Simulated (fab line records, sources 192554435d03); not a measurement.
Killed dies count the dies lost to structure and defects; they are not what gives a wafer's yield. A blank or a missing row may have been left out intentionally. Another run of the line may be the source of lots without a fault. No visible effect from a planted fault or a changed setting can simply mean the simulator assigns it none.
fab line records	flow n5_finfet	part 2 of 2: steps 4 to 6 of 6
record: lots: 24	wafers: 72	last_day: 17
route steps=1938 shown BEOL_M14@1749 BEOL_M15@1786
lots with no fault: from the same line, run without faults
start_h: start of the lot's first displayed wafer, in hours after the record's first day	wait_h: hours elapsed since this lot's preceding step	" same as the row above	L1.1+2: several wafers, shown together as one row	- no value, or no start given	* or withheld: withheld	< > ~ a bound
route shown NAME@n: NAME is a module with steps in the file, n the number in the route of the first one	usual: mean and standard deviation over wafers with no fault	same: alike in all rows	chamber/n: place in a boat	sites: each site's reading	_std_site: the values' standard deviation	_edge_site: outer sites' mean less inner sites'	radius_mm: how far each site lies from the wafer's centre	mask NAME#n: copy n	behind: the last tool/chamber to shape the wafer	hold: reason for holding the lot/hours on hold/outcome of the hold	device: which transistor (n, p or np) failed to switch	end of line: tests run on the same wafers once the route is complete	where a step has no rows: the recipe by itself	killed: at the first sort, the dies lost to defects and structure; wafer yield is something else	map: a wafer's dies, marking killed ones x, the rest . and places with no die _
set.NAME: setting as actually run; set.NAME@STEP: the setting as run at that earlier step	model.NAME: the simulator's own value behind a step, which no gauge read
route steps across a sampled set of lots; one table per step, one row per wafer
services: a tool's chamber out of use, with start hour (start_h, from the record's first day; less than 0 if before it), hours out, and reason
== steps ==
step: N5_BEOL_M15_STRIP_63
recipe: chemistry: O2	power_w: 600	temp_c: 60	pressure_mtorr: 30	rf_frequency_hz: 6e+07	bias_power_w: 0	overash_fraction: 0.3	o2_flow_sccm: 225
usual: drypump_motor_current_A: 5.9/0.42	oes_product_au: 0.80/0.073	rf_vpp_V: 3.7/0.84	showerhead_plenum_p_Torr: 2.12/0.079	throttle_valve_pct: 16.62/0.21
same: bias_power_w: 0
lot.wafer	tool	chamber	start_h	wait_h	drypump_motor_current_A	oes_product_au	rf_hours_counter_h	rf_vpp_V	showerhead_plenum_p_Torr	throttle_valve_pct
L074.3	rie_diel-02	1	-	-	6.2	0.73	171	3.9	2.18	16.43
L074.4	"	2	"	"	6.2	0.73	206	2.7	1.99	17.04
L074.5	"	3	"	"	5.6	0.90	-	4.2	2.24	16.55
L075.2	rie_diel-06	2	-	-	5.2	0.85	63	4.6	2.13	16.64
L075.3	"	3	"	"	5.8	0.80	106	2.5	2.20	16.44
L075.5	"	2	"	"	5.2	0.84	-	4.9	2.13	16.62
L078.3	rie_diel-03	0	-	-	6.7	0.85	46	3.8	2.04	16.58
L078.4	"	1	"	"	5.9	0.72	190	2.5	2.17	16.95
L078.5	"	0	"	"	6.6	0.85	-	3.3	2.04	16.57
L077.2	rie_diel-06	2	-	-	5.3	0.85	63	6.8	2.13	16.64
L077.4	"	1	"	"	6.1	0.89	-	4.0	2.13	16.36
L077.5	"	3	"	"	5.8	0.80	-	2.7	2.20	16.43
L076.2	rie_diel-03	3	-	-	5.3	0.90	17	5.1	2.05	16.60
L076.4	"	1	"	"	5.9	0.72	190	3.6	2.17	16.92
L076.6	"	0	"	"	6.7	0.86	-	3.6	2.04	16.53
L079.1	rie_diel-03	2	-	-	5.3	0.74	174	4.6	2.01	16.81
L079.2	"	0	"	"	6.6	0.85	51	4.7	2.04	16.55
L079.6	"	1	"	"	5.9	0.71	-	2.5	2.17	16.98
L080.1	rie_diel-03	2	-	-	5.3	0.72	178	3.4	2.01	16.83
L080.2	"	3	"	"	5.4	0.89	25	2.3	2.05	16.63
L080.5	"	0	"	"	6.6	0.83	-	4.7	2.04	16.57
L082.1	rie_diel-06	2	-	-	5.2	0.85	72	3.7	2.13	16.64
L082.3	"	3	"	"	5.9	0.80	113	3.4	2.20	16.49
L082.6	"	1	"	"	6.2	0.88	-	4.9	2.13	16.35
L081.2	rie_diel-06	1	-	-	6.1	0.87	48	3.7	2.13	16.34
L081.3	"	2	"	"	5.2	0.83	74	5.9	2.13	16.65
L081.4	"	0	"	"	6.0	0.95	11	2.7	2.06	16.45
L083.2	rie_diel-03	0	-	-	6.7	0.83	58	4.3	2.04	16.57
L083.3	"	2	"	"	5.3	0.72	180	3.3	2.00	16.81
L083.6	"	0	"	"	6.6	0.83	-	5.0	2.04	16.58
L085.1	rie_diel-02	2	-	-	6.2	0.71	228	2.7	1.98	17.09
L085.4	"	0	"	"	6.1	0.79	111	5.4	2.20	16.42
L085.5	"	1	"	"	6.3	0.72	-	3.7	2.17	16.45
L084.2	rie_diel-02	3	-	-	5.5	0.86	52	3.9	2.23	16.58
L084.3	"	0	"	"	6.0	0.78	112	4.8	2.20	16.41
L084.6	"	3	"	"	5.6	0.86	-	2.7	2.23	16.59
L087.3	rie_diel-03	1	-	-	5.9	0.69	208	3.5	2.17	17.00
L087.4	"	3	"	"	5.3	0.86	35	3.4	2.05	16.63
L087.6	"	2	"	"	5.3	0.72	-	4.6	2.00	16.85
L086.4	rie_diel-02	3	-	-	5.5	0.86	58	4.4	2.23	16.58
L086.5	"	2	"	"	6.2	0.71	-	3.8	1.98	17.09
L086.6	"	1	"	"	6.2	0.70	-	3.5	2.17	16.47
L089.1	rie_diel-06	3	-	-	5.9	0.79	129	3.2	2.20	16.50
L089.2	"	0	"	"	6.0	0.92	26	2.7	2.05	16.50
L089.4	"	3	"	"	5.9	0.79	-	4.8	2.20	16.46
L090.2	rie_diel-02	1	-	-	6.2	0.70	201	4.3	2.17	16.44
L090.3	"	0	"	"	6.1	0.77	119	4.3	2.20	16.45
L090.5	"	3	"	"	5.6	0.86	-	3.0	2.23	16.59
L088.1	rie_diel-02	1	-	-	6.2	0.71	202	2.5	2.17	16.50
L088.4	"	3	"	"	5.6	0.86	60	3.2	2.23	16.58
L088.6	"	1	"	"	6.2	0.71	-	3.0	2.16	16.49
L091.1	rie_diel-03	2	-	-	5.3	0.72	192	3.6	2.00	16.85
L091.3	"	0	"	"	6.7	0.82	72	2.7	2.04	16.61
L091.6	"	0	"	"	6.6	0.82	-	3.6	2.03	16.62
L092.3	rie_diel-02	0	-	-	6.1	0.76	126	3.6	2.19	16.46
L092.5	"	0	"	"	6.0	0.78	-	4.1	2.19	16.43
L092.6	"	1	"	"	6.2	0.71	-	3.2	2.16	16.50
L094.1	rie_diel-06	2	-	-	5.2	0.82	91	2.7	2.12	16.69
L094.5	"	1	"	"	6.2	0.83	-	2.5	2.12	16.42
L094.6	"	2	"	"	5.2	0.82	-	3.9	2.12	16.64
L093.2	rie_diel-06	1	-	-	6.1	0.83	76	5.4	2.12	16.42
L093.4	"	1	"	"	6.1	0.84	-	5.4	2.12	16.42
L093.6	"	2	"	"	5.2	0.82	-	3.2	2.12	16.66
L095.2	rie_diel-06	0	-	-	6.0	0.89	41	3.3	2.05	16.51
L095.4	"	3	"	"	5.8	0.79	140	3.8	2.19	16.49
L095.6	"	3	"	"	5.8	0.78	-	2.7	2.19	16.51
L096.1	rie_diel-03	0	-	-	6.6	0.80	78	2.8	2.03	16.64
L096.2	"	1	"	"	5.9	0.69	221	3.7	2.16	16.98
L096.6	"	1	"	"	6.0	0.69	-	2.7	2.16	17.00
L097.2	rie_diel-02	0	-	-	6.0	0.76	135	2.7	2.19	16.45
L097.3	"	3	"	"	5.6	0.83	-	2.8	2.22	16.62
L097.5	"	3	"	"	5.6	0.83	-	4.0	2.22	16.59
step: N5_BEOL_M15_CD_MEAS_28
recipe: target_cd_nm: 407.6	landing_energy_ev: 500	detector: se_inlens
usual: cd_nm: 407.4/1.7
lot.wafer	tool	chamber	start_h	wait_h	cd_nm
L074.3	cd_sem-03	0	236.76	-	406.6
L074.4	"	0	"	"	409.1
L074.5	"	0	"	"	406.6
L075.2	cd_sem-03	0	256.38	-	405.4
L075.3	"	0	"	"	405.9
L075.5	"	0	"	"	405.2
L078.3	cd_sem-03	0	256.62	-	407.9
L078.4	"	0	"	"	406.8
L078.5	"	0	"	"	406.7
L077.2	cd_sem-02	0	256.86	-	405.8
L077.4	"	0	"	"	405.9
L077.5	"	0	"	"	408.1
L076.2	cd_sem-02	0	257.21	-	407.1
L076.4	"	0	"	"	407.9
L076.6	"	0	"	"	406.5
L079.1	cd_sem-01	0	272.47	-	405.3
L079.2	"	0	"	"	404.9
L079.6	"	0	"	"	406.1
L080.1	cd_sem-01	0	286.32	-	410.5
L080.2	"	0	"	"	407.2
L080.5	"	0	"	"	406.5
L082.1	cd_sem-02	0	286.51	-	412.7
L082.3	"	0	"	"	409.6
L082.6	"	0	"	"	410.9
L081.2	cd_sem-02	0	290.44	-	410.0
L081.3	"	0	"	"	409.3
L081.4	"	0	"	"	411.8
L083.2	cd_sem-01	0	294.19	-	410.9
L083.3	"	0	"	"	408.3
L083.6	"	0	"	"	408.1
L085.1	cd_sem-03	0	310.63	-	410.5
L085.4	"	0	"	"	407.8
L085.5	"	0	"	"	408.7
L084.2	cd_sem-03	0	312.86	-	408.5
L084.3	"	0	"	"	408.8
L084.6	"	0	"	"	409.8
L087.3	cd_sem-02	0	318.37	-	408.5
L087.4	"	0	"	"	409.0
L087.6	"	0	"	"	406.8
L086.4	cd_sem-03	0	332.11	-	404.8
L086.5	"	0	"	"	405.0
L086.6	"	0	"	"	405.4
L089.1	cd_sem-02	0	333.64	-	405.1
L089.2	"	0	"	"	407.0
L089.4	"	0	"	"	404.9
L090.2	cd_sem-01	0	333.68	-	408.1
L090.3	"	0	"	"	406.0
L090.5	"	0	"	"	407.4
L088.1	cd_sem-02	0	335.45	-	406.7
L088.4	"	0	"	"	405.7
L088.6	"	0	"	"	407.2
L091.1	cd_sem-02	0	349.16	-	410.2
L091.3	"	0	"	"	407.5
L091.6	"	0	"	"	409.7
L092.3	cd_sem-01	0	355.07	-	408.8
L092.5	"	0	"	"	409.2
L092.6	"	0	"	"	408.3
L094.1	cd_sem-01	0	359.54	-	406.4
L094.5	"	0	"	"	406.6
L094.6	"	0	"	"	406.5
L093.2	cd_sem-02	0	366.03	-	404.6
L093.4	"	0	"	"	404.7
L093.6	"	0	"	"	406.6
L095.2	cd_sem-03	0	372.37	-	406.4
L095.4	"	0	"	"	404.9
L095.6	"	0	"	"	405.6
L096.1	cd_sem-01	0	373.37	-	406.9
L096.2	"	0	"	"	407.5
L096.6	"	0	"	"	408.3
L097.2	cd_sem-02	0	391.30	-	408.6
L097.3	"	0	"	"	407.2
L097.5	"	0	"	"	408.5
step: N5_BEOL_M15_OVL_MEAS_29
recipe: points_per_wafer: 44
usual: M15_OVL: 5/5.5
lot.wafer	tool	chamber	start_h	wait_h	M15_OVL[nm]
L074.3	overlay-01	0	236.78	0.0	6
L074.4	"	0	"	"	9
L074.5	"	0	"	"	8
L075.2	overlay-02	0	256.41	0.0	2
L075.3	"	0	"	"	3
L075.5	"	0	"	"	4
L078.3	overlay-02	0	256.65	0.0	-3
L078.4	"	0	"	"	-3
L078.5	"	0	"	"	-6
L077.2	overlay-01	0	256.89	0.0	-6
L077.4	"	0	"	"	1
L077.5	"	0	"	"	2
L076.2	overlay-02	0	257.24	0.0	1
L076.4	"	0	"	"	7
L076.6	"	0	"	"	10
L079.1	overlay-01	0	272.50	0.0	20
L079.2	"	0	"	"	12
L079.6	"	0	"	"	12
L080.1	overlay-02	0	286.35	0.0	4
L080.2	"	0	"	"	12
L080.5	"	0	"	"	8
L082.1	overlay-01	0	286.54	0.0	8
L082.3	"	0	"	"	7
L082.6	"	0	"	"	10
L081.2	overlay-01	0	290.47	0.0	7
L081.3	"	0	"	"	15
L081.4	"	0	"	"	9
L083.2	overlay-01	0	294.21	0.0	2
L083.3	"	0	"	"	9
L083.6	"	0	"	"	7
L085.1	overlay-01	0	310.66	0.0	-1
L085.4	"	0	"	"	-6
L085.5	"	0	"	"	-5
L084.2	overlay-01	0	312.89	0.0	5
L084.3	"	0	"	"	6
L084.6	"	0	"	"	3
L087.3	overlay-02	0	318.39	0.0	16
L087.4	"	0	"	"	14
L087.6	"	0	"	"	18
L086.4	overlay-01	0	332.14	0.0	3
L086.5	"	0	"	"	8
L086.6	"	0	"	"	0
L089.1	overlay-01	0	333.67	0.0	8
L089.2	"	0	"	"	9
L089.4	"	0	"	"	3
L090.2	overlay-02	0	333.71	0.0	0
L090.3	"	0	"	"	4
L090.5	"	0	"	"	6
L088.1	overlay-01	0	335.48	0.0	3
L088.4	"	0	"	"	3
L088.6	"	0	"	"	6
L091.1	overlay-01	0	349.19	0.0	1
L091.3	"	0	"	"	0
L091.6	"	0	"	"	-1
L092.3	overlay-01	0	355.10	0.0	8
L092.5	"	0	"	"	8
L092.6	"	0	"	"	10
L094.1	overlay-01	0	359.57	0.0	-3
L094.5	"	0	"	"	0
L094.6	"	0	"	"	6
L093.2	overlay-02	0	366.05	0.0	-1
L093.4	"	0	"	"	4
L093.6	"	0	"	"	0
L095.2	overlay-01	0	372.40	0.0	3
L095.4	"	0	"	"	-1
L095.6	"	0	"	"	0
L096.1	overlay-02	0	373.40	0.0	12
L096.2	"	0	"	"	11
L096.6	"	0	"	"	6
L097.2	overlay-01	0	391.33	0.0	4
L097.3	"	0	"	"	12
L097.5	"	0	"	"	9
== services ==
tool	chamber	start_h	hours	kind
rie_diel-04	2	210.03	5.3	repair
rie_diel-04	1	217.31	5.0	repair
rie_diel-01	3	221.31	4.5	repair
rie_diel-02	2	223.76	6.1	repair
rie_diel-06	0	229.98	-	clean
rie_diel-06	0	229.98	-	consumable_replace:focus_ring
rie_diel-06	0	229.98	14.3	scheduled_down
rie_diel-06	0	229.98	14.3	vent_cycle
rie_diel-02	2	237.18	4.4	repair
rie_diel-01	2	240.16	6.1	repair
rie_diel-06	2	241.17	1.2	repair
rie_diel-06	3	259.63	4.8	repair
rie_diel-04	1	265.61	2.8	repair
rie_diel-04	1	270.86	4.3	repair
rie_diel-04	3	283.85	4.2	repair
rie_diel-01	1	284.52	2.1	repair
rie_diel-04	2	298.45	3.9	repair
rie_diel-06	-	298.79	0.8	repair
rie_diel-01	3	303.05	3.8	repair
rie_diel-03	-	323.93	14.6	pm
rie_diel-06	2	325.16	13.6	repair
rie_diel-02	-	343.94	2.8	pm
rie_diel-02	0	369.71	4.9	repair
rie_diel-02	-	375.07	4.3	pm
